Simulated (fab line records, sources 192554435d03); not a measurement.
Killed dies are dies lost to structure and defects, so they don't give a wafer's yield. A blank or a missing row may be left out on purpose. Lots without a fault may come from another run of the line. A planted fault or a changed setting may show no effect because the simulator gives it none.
One fault seen from 2 desks | flow n5_finfet | each desk has only its own numbers; what lay behind them comes last

THE METROLOGY DESK
What the gauges read, lot by lot, whatever tool the lot ran on: means of the sampled wafers that have a number. A lot is out of limits, marked OUT, if its mean lies more than 4 standard deviations from the usual mean; the brackets give that distance. Of its 10 readings 7 are shown: those that lie furthest out on some lot.
Columns: A = DIBL_N at N5_BEOL_M4_RC_MEAS_101, usual 36.5 mV/V; B = DIBL_P at N5_BEOL_M4_RC_MEAS_101, usual 36.5 mV/V; C = IOFF_N at N5_BEOL_M4_RC_MEAS_101, usual 0.162 nA/um; D = IOFF_P at N5_BEOL_M4_RC_MEAS_101, usual 0.221 nA/um; E = ION_P at N5_BEOL_M4_RC_MEAS_101, usual 466 uA/um; F = SS_N at N5_BEOL_M4_RC_MEAS_101, usual 71.6 mV/dec; G = SS_P at N5_BEOL_M4_RC_MEAS_101, usual 73.3 mV/dec
lot  | first seen here | A    | B    | C     | D     | E   | F    | G
L784 | day 10 11:47    | 37.3 | 38.4 | 0.167 | 0.249 | 473 | 71.7 | 73.4
L786 | day 10 19:10    | 35.6 | 33.6 | 0.135 | 0.209 | 464 | 71.8 | 72.4
L787 | day 11 01:40    | 36.8 | 39.3 | 0.195 | 0.241 | 469 | 71.4 | 74.0
L788 | day 11 11:25    | 36.0 | 37.5 | 0.160 | 0.248 | 472 | 72.2 | 73.7
L792 | day 12 01:18    | 38.0 | 36.9 | 0.176 | 0.223 | 464 | 71.7 | 72.9
L794 | day 12 23:46    | 36.4 | 36.0 | 0.174 | 0.194 | 457 | 71.8 | 73.4
L795 | day 13 02:02    | 37.5 | 37.0 | 0.180 | 0.258 | 463 | 72.3 | 73.2
L796 | day 13 02:28    | 36.5 | 37.0 | 0.168 | 0.235 | 468 | 71.5 | 73.5
L799 | day 14 08:17    | 35.1 | 36.2 | 0.140 | 0.213 | 474 | 71.3 | 73.6
This desk's finding: nothing out of limits on any of the 9 lots.

THE TOOL OWNER'S DESK: pecvd-03
The tool's own readings at N5_FIN_SAQP_PECVD_48 (deposits SiNx from SiH4/NH3/N2, target thk 25 nm, time 22.1 s): means of the sampled wafers that have a number, for each lot that ran on this tool. A lot is out of limits, marked OUT, if its mean lies more than 4 standard deviations from the usual mean; the brackets give that distance.
Columns: A = heater_power_w at N5_FIN_SAQP_PECVD_48, usual 770 W; B = showerhead_plenum_p_Torr at N5_FIN_SAQP_PECVD_48, usual 5.10 Torr; C = showerhead_vpp_V at N5_FIN_SAQP_PECVD_48, usual 1075 V; D = throttle_valve_pct at N5_FIN_SAQP_PECVD_48, usual 40.5 %
lot  | first seen here | A   | B    | C    | D
L786 | day 2 14:35     | 783 | 5.10 | 1090 | 40.9
L792 | day 4 04:07     | 803 | 5.08 | 1096 | 40.9
L794 | day 4 14:52     | 814 | 5.10 | 1054 | 40.6
L796 | day 5 03:01     | 838 | 5.12 | 1052 | 40.6
L799 | day 5 21:05     | 862 | 5.11 | 1079 | 41.0
This desk's finding: nothing out of limits on any of the 5 lots.

PUT TOGETHER
The metrology desk saw nothing out of limits.
The tool owner's desk saw nothing out of limits.

WHAT THE SIMULATOR HAD PUT IN
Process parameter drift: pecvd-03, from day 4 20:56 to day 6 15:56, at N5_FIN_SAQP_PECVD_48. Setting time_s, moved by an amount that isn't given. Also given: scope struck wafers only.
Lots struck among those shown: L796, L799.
